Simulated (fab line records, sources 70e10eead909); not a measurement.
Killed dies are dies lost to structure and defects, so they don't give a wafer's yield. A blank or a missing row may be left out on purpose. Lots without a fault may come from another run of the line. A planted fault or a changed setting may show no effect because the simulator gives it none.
Chamber matching | flow nand_harc | NHARC_A_CHANNEL_FILL_D2_STRIP_28 on rie_diel-04: 4 sister chambers
The step strips in O2, time 20 s. 4 wafers are shown with their chamber, then 8 later ones without.

WAFERS WITH THEIR CHAMBER
wafer  | chamber | drypump_motor_current_A (A)
L100.4 | 0       | 5.3
L103.1 | 1       | 6.0
L112.5 | 3       | 5.2
L116.1 | 2       | 5.7

WAFERS WITHOUT THEIR CHAMBER
wafer  | drypump_motor_current_A (A)
L116.2 | 6.0
L116.3 | 5.1
L118.3 | 6.0
L118.4 | 5.3
L118.5 | 5.3
L120.2 | 6.0
L120.4 | 5.2
L120.6 | 6.0

WHICH CHAMBER EACH WENT THROUGH
wafer  | from the rows above | in truth
L116.2 | 1                   | 1
L116.3 | 3                   | 3
L118.3 | 1                   | 1
L118.4 | 0                   | 0
L118.5 | 0                   | 0
L120.2 | 1                   | 1
L120.4 | 3                   | 3
L120.6 | 1                   | 1
Placed correctly: 8 of 8. Can't be placed from these rows: 0. Placed wrongly: 0.
How it was worked out, from the rows above alone: a wafer's distance from a chamber is the root of the sum, over the readings, of the square of ((its reading less the chamber's mean) divided by the reading's scatter). The wafer belongs to the nearest chamber; if the next one is less than 2 further off, it can't be placed. A chamber's mean is the mean of its shown wafers. The scatter: with one shown wafer a chamber, the root of the mean of the squares of how far each hidden wafer lies from its nearest shown one.
